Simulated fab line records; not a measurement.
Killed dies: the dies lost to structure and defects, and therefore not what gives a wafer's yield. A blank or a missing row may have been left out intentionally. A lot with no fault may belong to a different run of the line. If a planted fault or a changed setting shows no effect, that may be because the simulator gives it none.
What tool caused it? -- flow nand-harc -- Sampling: 15 lots, 45 wafers, 4 of 1159 route steps

== WHAT THE GAUGES SHOWED, per wafer ==
The record holds no reading of a measuring or inspecting step that can be judged against a usual standard deviation.

== EACH LOT AND THE TOOL THAT RAN IT (in order: tool; ch and the chambers of the sampled wafers; start) ==
lot,NHARC_P_GATE_HM_OPEN_105,NHARC_P_GATE_ETCH_114,NHARC_P_GATE_ETCH_32,NHARC_P_GATE_DEVELOP_58
L866,"rie-diel-07 ch 1,2,3, day 5 04:47 or earlier","rie-diel-07 ch 1,2, day 5 04:47 or earlier","rie-si-02 ch 2,3, day 5 04:47","litho-track-03 ch 0, day 5 18:00"
L867,"rie-diel-07 ch 1,2,3, day 5 05:04 or earlier","rie-diel-07 ch 0,2,3, day 5 05:04 or earlier","rie-si-01 ch 1,2,3, day 5 05:04","litho-track-03 ch 0, day 5 18:00"
L868,"rie-diel-07 ch 1,3, day 5 15:59 or earlier","rie-diel-07 ch 1,2,3, day 5 15:59 or earlier","rie-si-02 ch 2,3, day 5 15:59","litho-track-03 ch 0, day 6 05:00"
L870,"rie-diel-13 ch 0,1,2, day 6 02:38 or earlier","rie-diel-13 ch 0,1,3, day 6 02:38 or earlier","rie-si-01 ch 0,1,3, day 6 02:38","litho-track-02 ch 0, day 6 15:00"
L869,"rie-diel-13 ch 0,1, day 6 03:07 or earlier","rie-diel-13 ch 0,1,3, day 6 03:07 or earlier","rie-si-06 ch 0,3, day 6 03:07","litho-track-07 ch 0, day 6 18:00"
L872,"rie-diel-13 ch 0,3, day 6 13:26 or earlier","rie-diel-13 ch 1,2, day 6 13:26 or earlier","rie-si-06 ch 0,3, day 6 13:26","litho-track-02 ch 0, day 7 02:00"
L874,"rie-diel-01 ch 1,2,3, day 7 05:55 or earlier","rie-diel-01 ch 0,1,3, day 7 05:55 or earlier","rie-si-02 ch 0,1,2, day 7 05:55","litho-track-02, day 7 18:00"
L878,"rie-diel-07 ch 0,3, day 8 04:02 or earlier","rie-diel-07 ch 1,2, day 8 04:02 or earlier","rie-si-06 ch 2,3, day 8 04:02","litho-track-02, day 8 16:00"
L875,"rie-diel-01 ch 0,1,2, day 8 04:21 or earlier","rie-diel-01 ch 0,1,3, day 8 04:21 or earlier","rie-si-01 ch 0,3, day 8 04:21","litho-track-02, day 8 17:00"
L880,"rie-diel-01 ch 1,2,3, day 8 21:05 or earlier","rie-diel-01 ch 0,1,2, day 8 21:05 or earlier","rie-si-02 ch 1,2, day 8 21:05","litho-track-02 ch 0, day 9 10:00"
L883,"rie-diel-13 ch 2,3, day 9 06:57 or earlier","rie-diel-13 ch 1,2, day 9 06:57 or earlier","rie-si-06 ch 0,2,3, day 9 06:57","litho-track-02 ch 0, day 9 19:00"
L884,"rie-diel-07 ch 0,1,2, day 10 03:17 or earlier","rie-diel-07 ch 0,2,3, day 10 03:17 or earlier","rie-si-06 ch 0,1, day 10 03:17","litho-track-02 ch 0, day 10 18:00"
L885,"rie-diel-07 ch 1,2,3, day 10 03:21 or earlier","rie-diel-07 ch 1,2,3, day 10 03:21 or earlier","rie-si-01 ch 0,2,3, day 10 03:21","litho-track-07 ch 0, day 10 19:00"
L886,"rie-diel-13 ch 0,2,3, day 10 10:07 or earlier","rie-diel-13 ch 0,1,2, day 10 10:07 or earlier","rie-si-06 ch 1,2,3, day 10 10:07","litho-track-02 ch 0, day 10 23:00"
L887,"rie-diel-13 ch 2,3, day 10 20:09 or earlier","rie-diel-13 ch 0,2,3, day 10 20:09 or earlier","rie-si-01 ch 0,1, day 10 20:09","litho-track-02 ch 0, day 11 09:00"
- NHARC_P_GATE_HM_OPEN_105: chemistry O2/COS, target depth 360 nm.
- NHARC_P_GATE_ETCH_114: etches the open film in CF4/O2, target depth 30 nm, overetch 3 nm, time 16.5 s.
- NHARC_P_GATE_ETCH_32: etches the open film in HBr/Cl2, target depth 150 nm, time 100.1 s.
- NHARC_P_GATE_DEVELOP_58: time 70 s.

== AS READ BY THE TOOLS THEMSELVES (means over the sampled wafers that have a number; for cases with no such wafer, the mark the record gives instead) ==
NHARC_P_GATE_HM_OPEN_105. Usual: drypump-motor-current-A 5.7 A, standard deviation 0.37; oes-product-au 1.000 a.u., standard deviation 0.0079; rf-vpp-V 466 V, standard deviation 3.1; showerhead-plenum-p-Torr 3.07 Torr, standard deviation 0.14; throttle-valve-pct 28.330 %, standard deviation 0.0088.
lot,tool,drypump-motor-current-A (A),oes-product-au (a.u.),rf-vpp-V (V),showerhead-plenum-p-Torr (Torr),throttle-valve-pct (%),flag
L866,rie-diel-07,5.8,0.996,465,3.02,28.327,
L867,rie-diel-07,5.8,0.994,465,3.02,28.327,
L868,rie-diel-07,5.8,0.990,467,3.12,28.329,
L870,rie-diel-13,5.8,1.006,466,3.02,28.332,
L869,rie-diel-13,6.0,0.998,466,3.05,28.332,
L872,rie-diel-13,5.4,0.992,467,3.12,28.329,
L874,rie-diel-01,5.9,1.005,468,3.14,28.322,
L878,rie-diel-07,5.7,0.997,466,3.05,28.322,
L875,rie-diel-01,5.8,1.000,466,3.08,28.325,
L880,rie-diel-01,5.9,1.006,468,3.13,28.326,
L883,rie-diel-13,5.5,0.996,465,3.02,28.338,
L884,rie-diel-07,5.4,1.003,466,3.14,28.332,
L885,rie-diel-07,5.8,1.002,465,3.01,28.326,
L886,rie-diel-13,5.5,0.996,465,3.03,28.326,
L887,rie-diel-13,5.6,0.999,463,2.95,28.331,

NHARC_P_GATE_ETCH_114. Usual: drypump-motor-current-A 5.7 A, standard deviation 0.37; oes-product-au 1.001 a.u., standard deviation 0.008; rf-vpp-V 197.3 V, standard deviation 1.6; showerhead-plenum-p-Torr 1.31 Torr, standard deviation 0.062; throttle-valve-pct 13.398 %, standard deviation 0.0083.
lot,tool,drypump-motor-current-A (A),oes-product-au (a.u.),rf-vpp-V (V),showerhead-plenum-p-Torr (Torr),throttle-valve-pct (%),flag
L866,rie-diel-07,5.6,0.995,197.0,1.28,13.396,
L867,rie-diel-07,5.5,0.999,198.0,1.30,13.402,
L868,rie-diel-07,5.8,1.004,196.3,1.29,13.395,
L870,rie-diel-13,5.7,1.014,197.6,1.31,13.396,
L869,rie-diel-13,5.7,1.006,197.7,1.31,13.393,
L872,rie-diel-13,5.9,1.006,195.8,1.25,13.403,
L874,rie-diel-01,5.6,0.998,197.4,1.31,13.394,
L878,rie-diel-07,5.6,1.003,196.0,1.28,13.409,
L875,rie-diel-01,5.6,1.005,198.0,1.30,13.391,
L880,rie-diel-01,5.8,1.009,196.9,1.31,13.393,
L883,rie-diel-13,6.1,1.009,196.5,1.26,13.396,
L884,rie-diel-07,5.5,0.995,197.1,1.30,13.402,
L885,rie-diel-07,5.8,0.999,196.5,1.28,13.395,
L886,rie-diel-13,5.8,1.001,197.7,1.28,13.393,
L887,rie-diel-13,5.5,0.991,197.5,1.29,13.393,

NHARC_P_GATE_ETCH_32. Usual: drypump-motor-current-A 5.7 A, standard deviation 0.36; oes-product-au 0.999 a.u., standard deviation 0.0074; throttle-valve-pct 26.405 %, standard deviation 0.0083.
lot,tool,drypump-motor-current-A (A),oes-product-au (a.u.),throttle-valve-pct (%),flag
L866,rie-si-02,6.0,0.994,26.401,
L867,rie-si-01,5.5,0.998,26.411,
L868,rie-si-02,5.9,0.992,26.411,
L870,rie-si-01,5.7,0.992,26.406,
L869,rie-si-06,5.5,0.997,26.402,
L872,rie-si-06,5.5,1.007,26.405,
L874,rie-si-02,5.6,1.011,26.408,
L878,rie-si-06,6.0,1.000,26.408,
L875,rie-si-01,5.7,1.000,26.402,
L880,rie-si-02,5.8,1.003,26.404,
L883,rie-si-06,5.7,1.005,26.413,
L884,rie-si-06,5.7,1.001,26.408,
L885,rie-si-01,5.6,0.991,26.408,
L886,rie-si-06,6.0,0.997,26.405,
L887,rie-si-01,6.1,1.002,26.404,

NHARC_P_GATE_DEVELOP_58. Usual: chill-plate-temp-C 23.00 C, standard deviation 0.1; exhaust-pa 45.0 Pa, standard deviation 1.
lot,tool,chill-plate-temp-C (C),exhaust-pa (Pa),flag
L866,litho-track-03,23.04,45.2,
L867,litho-track-03,23.00,45.0,
L868,litho-track-03,23.07,45.4,
L870,litho-track-02,23.20,44.2,
L869,litho-track-07,23.01,45.7,
L872,litho-track-02,23.01,44.4,
L874,litho-track-02,-,-,OFF
L878,litho-track-02,-,-,OFF
L875,litho-track-02,-,-,OFF
L880,litho-track-02,23.03,44.4,
L883,litho-track-02,22.92,45.0,
L884,litho-track-02,22.97,45.2,
L885,litho-track-07,22.96,44.3,
L886,litho-track-02,22.92,45.7,
L887,litho-track-02,23.09,43.6,

== THE ANSWER, worked out from the rows above alone ==
Rule: lot off if the mean of its wafers having a number is beyond 3 standard deviations from the usual mean. Also off: a lot with no number at a reading for which 4 or more lots have one. Where the step has rows for the other lots, those lots are counted as sound. Order of review: gauges by route order, followed by the tools' own readings, for which a lot's mean as printed above is used. At the first step where some lot is off, the reading lying furthest off is the one used; lots without a number count as furthest.
Off: L874, L878, L875 (NHARC_P_GATE_DEVELOP_58, chill-plate-temp-C). Without a number there: L874, L878, L875.
A tool fits if, at that step or a process step before it, it ran every lot that is off, and no sound lot after the first of them. NHARC_P_GATE_HM_OPEN_105: start missing for some lots; hours and lot order therefore follow NHARC_P_GATE_ETCH_32. NHARC_P_GATE_ETCH_114: start missing for some lots; hours and lot order therefore follow NHARC_P_GATE_ETCH_32. None of those tried fits.

== WHAT WAS PUT IN BY THE SIMULATOR ==
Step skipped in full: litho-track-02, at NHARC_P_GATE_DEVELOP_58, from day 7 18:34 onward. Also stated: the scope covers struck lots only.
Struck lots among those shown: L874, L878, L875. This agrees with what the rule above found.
